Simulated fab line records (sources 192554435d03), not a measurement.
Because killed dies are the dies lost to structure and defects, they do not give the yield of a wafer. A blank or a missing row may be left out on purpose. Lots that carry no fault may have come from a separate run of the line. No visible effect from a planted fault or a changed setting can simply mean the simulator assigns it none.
What tool caused it? + flow n5_finfet + Sampling: 11 lots, 31 wafers, 5 of 1938 route steps

WHAT THE GAUGES SHOWED, per wafer
The record holds no reading of a measuring or inspecting step that can be judged against a usual standard deviation.

WHAT TOOL EACH LOT RAN ON (gives the tool, then ch and the chambers of the sampled wafers, and finally the start)
| lot  | N5_FIN_SAQP_ETCH_51               | N5_FIN_SAQP_HM_OPEN_73            | N5_FIN_SAQP_ETCH_57               | N5_FIN_SAQP_SPACER2_ETCHBACK_29   | N5_PASSIVATION_PROBE_49 |
|------|-----------------------------------|-----------------------------------|-----------------------------------|-----------------------------------|-------------------------|
| L162 | rie_diel-04 ch 0,3, day 1 22:37   | rie_diel-04 ch 0,3, day 1 22:47   | rie_diel-04 ch 0,1, day 2 01:01   | rie_diel-04 ch 1,2,3, day 2 02:19 | -                       |
| L164 | rie_diel-05 ch 0,2,3, day 2 09:53 | rie_diel-05 ch 0,2,3, day 2 10:02 | rie_diel-05 ch 0,2,3, day 2 12:04 | rie_diel-04 ch 0,1,3, day 2 13:52 | -                       |
| L165 | rie_diel-03 ch 2,3, day 2 16:04   | rie_diel-03 ch 2,3, day 2 16:14   | rie_diel-04 ch 0,3, day 2 18:25   | rie_diel-03 ch 0,1,2, day 2 19:50 | -                       |
| L167 | rie_diel-05 ch 1,2,3, day 3 04:10 | rie_diel-05 ch 1,2,3, day 3 04:19 | rie_diel-03 ch 1,2, day 3 06:40   | rie_diel-04 ch 2,3, day 3 08:04   | -                       |
| L168 | rie_diel-05 ch 1,2, day 3 09:28   | rie_diel-05 ch 1,2, day 3 09:38   | rie_diel-05 ch 0,1,2, day 3 11:29 | rie_diel-05 ch 0,3, day 3 12:54   | prober-01, day 13 21:11 |
| L172 | rie_diel-04 ch 0,1, day 4 10:03   | rie_diel-04 ch 0,1, day 4 10:13   | rie_diel-04 ch 1,2,3, day 4 12:49 | rie_diel-04 ch 0,1,2, day 4 14:07 | -                       |
| L174 | rie_diel-04 ch 0,1,2, day 5 00:49 | rie_diel-04 ch 0,1,2, day 5 00:59 | rie_diel-04 ch 0,1,3, day 5 03:07 | rie_diel-03 ch 0,2,3, day 5 06:28 | -                       |
| L176 | rie_diel-03 ch 0,1, day 5 14:13   | rie_diel-03 ch 0,1, day 5 14:22   | rie_diel-05 ch 2, day 5 16:29     | rie_diel-04 ch 0, day 5 17:50     | -                       |
| L181 | rie_diel-05 ch 2, day 6 18:08     | rie_diel-05 ch 2, day 6 18:18     | rie_diel-05 ch 2,3, day 6 20:19   | rie_diel-05 ch 0,2, day 6 21:37   | prober-01, day 17 19:16 |
| L182 | rie_diel-04 ch 1,2, day 6 22:16   | rie_diel-04 ch 1,2, day 6 22:26   | rie_diel-05 ch 0,1,2, day 7 00:26 | rie_diel-05 ch 1,2, day 7 02:17   | -                       |
| L184 | rie_diel-03 ch 0,1,2, day 7 09:24 | rie_diel-03 ch 0,1,2, day 7 09:34 | rie_diel-04 ch 1,3, day 7 11:25   | rie_diel-03 ch 0,1,2, day 7 12:43 | -                       |
- N5_FIN_SAQP_ETCH_51: etches SiARC in CF4, target depth 45.5 nm, time 75.8 s.
- N5_FIN_SAQP_HM_OPEN_73: chemistry CHF3/O2, target SiO2, stops on a-Si, target depth 12 nm, time 16.8 s.
- N5_FIN_SAQP_ETCH_57: etches SiNx in CH3F/O2, target depth 32.5 nm, time 46.4 s.
- N5_FIN_SAQP_SPACER2_ETCHBACK_29: etches SiO2 in CHF3/O2, target depth 12.2 nm, time 6.1 s.
- N5_PASSIVATION_PROBE_49

WHAT THE TOOLS THEMSELVES READ (means of the sampled wafers that have a number; where no wafer has one, the mark that the record gives instead)
N5_FIN_SAQP_ETCH_51.
| lot  | tool        | drypump_motor_current_A (A) | etch_rf_on_time_s (s) | oes_product_au (a.u.) | rf_vpp_V (V) | showerhead_plenum_p_Torr (Torr) | throttle_valve_pct (%) |
|------|-------------|-----------------------------|-----------------------|-----------------------|--------------|---------------------------------|------------------------|
| L162 | rie_diel-04 | 6.3                         | 76.4                  | 0.70                  | 182.8        | 2.13                            | 15.30                  |
| L164 | rie_diel-05 | 6.0                         | 76.6                  | 0.62                  | 183.4        | 2.10                            | 15.53                  |
| L165 | rie_diel-03 | 5.6                         | 76.7                  | 0.60                  | 184.2        | 2.16                            | 16.00                  |
| L167 | rie_diel-05 | 5.7                         | 76.1                  | 0.63                  | 183.6        | 2.13                            | 15.52                  |
| L168 | rie_diel-05 | 5.3                         | 75.2                  | 0.63                  | 184.1        | 2.11                            | 15.53                  |
| L172 | rie_diel-04 | 6.4                         | 78.0                  | 0.60                  | 184.8        | 2.21                            | 15.39                  |
| L174 | rie_diel-04 | 6.3                         | 77.1                  | 0.61                  | 184.6        | 2.18                            | 15.55                  |
| L176 | rie_diel-03 | 5.9                         | 74.1                  | 0.71                  | 183.9        | 2.12                            | 15.45                  |
| L181 | rie_diel-05 | 5.9                         | 75.5                  | 0.60                  | 182.1        | 2.04                            | 15.82                  |
| L182 | rie_diel-04 | 6.2                         | 75.0                  | 0.61                  | 184.4        | 2.17                            | 15.58                  |
| L184 | rie_diel-03 | 6.0                         | 75.0                  | 0.66                  | 183.3        | 2.15                            | 15.68                  |

N5_FIN_SAQP_HM_OPEN_73.
| lot  | tool        | drypump_motor_current_A (A) | oes_product_au (a.u.) | rf_vpp_V (V) | showerhead_plenum_p_Torr (Torr) | throttle_valve_pct (%) |
|------|-------------|-----------------------------|-----------------------|--------------|---------------------------------|------------------------|
| L162 | rie_diel-04 | 6.2                         | 0.49                  | 536          | 2.41                            | 18.53                  |
| L164 | rie_diel-05 | 6.0                         | 0.43                  | 509          | 2.36                            | 18.66                  |
| L165 | rie_diel-03 | 5.7                         | 0.42                  | 529          | 2.43                            | 19.21                  |
| L167 | rie_diel-05 | 5.7                         | 0.44                  | 510          | 2.40                            | 18.67                  |
| L168 | rie_diel-05 | 5.3                         | 0.44                  | 512          | 2.37                            | 18.68                  |
| L172 | rie_diel-04 | 6.4                         | 0.43                  | 529          | 2.49                            | 18.58                  |
| L174 | rie_diel-04 | 6.4                         | 0.44                  | 524          | 2.45                            | 18.72                  |
| L176 | rie_diel-03 | 5.9                         | 0.49                  | 519          | 2.39                            | 18.66                  |
| L181 | rie_diel-05 | 6.0                         | 0.42                  | 517          | 2.28                            | 18.94                  |
| L182 | rie_diel-04 | 6.2                         | 0.42                  | 519          | 2.44                            | 18.74                  |
| L184 | rie_diel-03 | 6.0                         | 0.46                  | 521          | 2.42                            | 18.91                  |

N5_FIN_SAQP_ETCH_57.
| lot  | tool        | CH3F_flow_sccm (sccm) | drypump_motor_current_A (A) | etch_rf_on_time_s (s) | oes_product_au (a.u.) | rf_vpp_V (V) | showerhead_plenum_p_Torr (Torr) | throttle_valve_pct (%) |
|------|-------------|-----------------------|-----------------------------|-----------------------|-----------------------|--------------|---------------------------------|------------------------|
| L162 | rie_diel-04 | 30.08                 | 6.3                         | 47.1                  | 0.63                  | 299          | 2.07                            | 16.08                  |
| L164 | rie_diel-05 | 29.89                 | 6.0                         | 45.9                  | 0.62                  | 290          | 1.95                            | 16.22                  |
| L165 | rie_diel-04 | 30.00                 | 6.3                         | 45.3                  | 0.69                  | 304          | 1.99                            | 16.05                  |
| L167 | rie_diel-03 | 29.86                 | 6.4                         | 46.0                  | 0.75                  | 295          | 2.01                            | 16.24                  |
| L168 | rie_diel-05 | 30.09                 | 5.6                         | 46.9                  | 0.62                  | 290          | 1.93                            | 16.24                  |
| L172 | rie_diel-04 | 29.91                 | 6.2                         | 46.6                  | 0.65                  | 298          | 2.00                            | 16.22                  |
| L174 | rie_diel-04 | 30.02                 | 6.3                         | 46.6                  | 0.63                  | 301          | 2.02                            | 16.11                  |
| L176 | rie_diel-05 | 29.97                 | 5.9                         | 59.0                  | 0.53                  | 294          | 1.89                            | 16.46                  |
| L181 | rie_diel-05 | 30.04                 | 6.0                         | 50.5                  | 0.57                  | 290          | 1.98                            | 16.31                  |
| L182 | rie_diel-05 | 29.97                 | 5.6                         | 50.5                  | 0.57                  | 291          | 1.92                            | 16.29                  |
| L184 | rie_diel-04 | 29.90                 | 6.1                         | 46.1                  | 0.66                  | 301          | 1.98                            | 16.14                  |

N5_FIN_SAQP_SPACER2_ETCHBACK_29.
| lot  | tool        | drypump_motor_current_A (A) | oes_product_au (a.u.) | rf_vpp_V (V) | showerhead_plenum_p_Torr (Torr) | throttle_valve_pct (%) |
|------|-------------|-----------------------------|-----------------------|--------------|---------------------------------|------------------------|
| L162 | rie_diel-04 | 6.2                         | 0.78                  | 525          | 2.41                            | 18.75                  |
| L164 | rie_diel-04 | 6.3                         | 0.77                  | 531          | 2.45                            | 18.63                  |
| L165 | rie_diel-03 | 6.0                         | 0.81                  | 522          | 2.43                            | 18.93                  |
| L167 | rie_diel-04 | 6.2                         | 0.81                  | 530          | 2.36                            | 18.77                  |
| L168 | rie_diel-05 | 6.0                         | 0.72                  | 507          | 2.42                            | 18.64                  |
| L172 | rie_diel-04 | 6.3                         | 0.72                  | 522          | 2.45                            | 18.78                  |
| L174 | rie_diel-03 | 5.6                         | 0.81                  | 525          | 2.43                            | 19.07                  |
| L176 | rie_diel-04 | 6.6                         | 0.70                  | 532          | 2.49                            | 18.69                  |
| L181 | rie_diel-05 | 5.9                         | 0.69                  | 512          | 2.27                            | 18.87                  |
| L182 | rie_diel-05 | 5.6                         | 0.70                  | 514          | 2.32                            | 18.91                  |
| L184 | rie_diel-03 | 6.0                         | 0.77                  | 521          | 2.42                            | 19.00                  |

N5_PASSIVATION_PROBE_49.
| lot  | tool      | killed_at_M0_to_M3 | killed_at_M4_up | killed_at_contacts | killed_at_front_end | killed_at_other | killed_dies | killed_open | killed_short |
|------|-----------|--------------------|-----------------|--------------------|---------------------|-----------------|-------------|-------------|--------------|
| L168 | prober-01 | 34                 | 9               | 9                  | 54                  | 3               | 109         | 73          | 36           |
| L181 | prober-01 | 40                 | 12              | 14                 | 30                  | 3               | 99          | 66          | 32           |

THE ANSWER, worked out from the rows above alone
Rule: the usual values come from the lots themselves. The widest of any qualifying gaps counts: lots, ordered by their means at a reading, are off when they make up no more than a third of the lots, leave a main group of 4 or more, and stand apart from it by 3 or more times the standard deviation of that group's means. A main group is skipped when, at the precision printed for the reading in the tables above, its means are all equal. Also off: a lot with no number at a reading for which 4 or more lots have one. Where the step has rows for the other lots, those lots are counted as sound. The gauges are gone through in route order, then the tools' own readings, and for those a lot's mean is taken as printed above. The first step at which some lot is off is used, and at that step the reading that is off furthest; a lot without a number counts as furthest.
Off at N5_FIN_SAQP_ETCH_57 (etch_rf_on_time_s): L176, L181, L182. The main group: mean 46.3 s, standard deviation 0.56.
If a tool, at that step or one of the process steps before it, ran each lot that is off and ran no sound lot following the first of them, it fits. One fits: N5_FIN_SAQP_ETCH_57 on rie_diel-05. A fault onset in the window from L168 (day 3 11:29, its last sound lot) to L176 (day 5 16:29, its first lot off) fits.
The tool's own readings at N5_FIN_SAQP_ETCH_57 bear it out: on the lots that are off they differ by more than 5 times the standard deviation of the sound lots' means. etch_rf_on_time_s reads 53.3 s there against 46.3 s on the sound lots.

WHAT THE SIMULATOR HAD PUT IN
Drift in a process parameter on rie_diel-05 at N5_FIN_SAQP_ETCH_57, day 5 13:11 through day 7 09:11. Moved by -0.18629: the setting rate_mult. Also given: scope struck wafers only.
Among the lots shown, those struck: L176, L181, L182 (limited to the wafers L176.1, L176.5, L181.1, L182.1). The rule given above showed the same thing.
